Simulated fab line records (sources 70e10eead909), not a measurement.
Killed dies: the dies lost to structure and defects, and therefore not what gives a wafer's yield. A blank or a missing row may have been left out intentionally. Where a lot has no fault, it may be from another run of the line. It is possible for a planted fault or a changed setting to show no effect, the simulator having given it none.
Matching of chambers | flow nandHarc | rieDiel-05 running NHARC_A_STAIRCASE_TRIM_229: 4 sister chambers
The step chemistry O2, time 211.2 s. 4 wafers are shown with their chamber, then 11 later ones without.

== EACH WAFER AND ITS CHAMBER ==
wafer  | chamber | showerheadPlenumPTorr (Torr)
L089.2 | 1       | 3.63
L089.3 | 3       | 3.69
L089.6 | 0       | 3.31
L090.1 | 2       | 3.49

== WAFERS WITHOUT THEIR CHAMBER ==
wafer  | showerheadPlenumPTorr (Torr)
L090.3 | 3.63
L090.5 | 3.49
L091.1 | 3.49
L091.3 | 3.69
L091.6 | 3.62
L092.1 | 3.69
L092.2 | 3.62
L092.3 | 3.49
L094.1 | 3.49
L094.4 | 3.68
L094.6 | 3.49

== EACH ONE'S CHAMBER ==
wafer  | from the rows above | in truth
L090.3 | 1                   | 1
L090.5 | 2                   | 2
L091.1 | 2                   | 2
L091.3 | 3                   | 3
L091.6 | 1                   | 1
L092.1 | 3                   | 3
L092.2 | 1                   | 1
L092.3 | 2                   | 2
L094.1 | 2                   | 2
L094.4 | 3                   | 3
L094.6 | 2                   | 2
Correctly placed: 11 of 11. Not placeable from these rows: 0. Placed wrongly: 0.
How it was worked out, from the rows above alone: a wafer's distance from a chamber is the root of the sum, over the readings, of the square of ((its reading less the chamber's mean) divided by the reading's scatter). If the next closest chamber is less than 2 further off than the closest, the wafer can't be placed; otherwise it belongs to the closest. For every chamber, the mean is computed from those of its wafers that are shown. The scatter: with one shown wafer a chamber, the root of the mean of the squares of how far each hidden wafer lies from its nearest shown one.
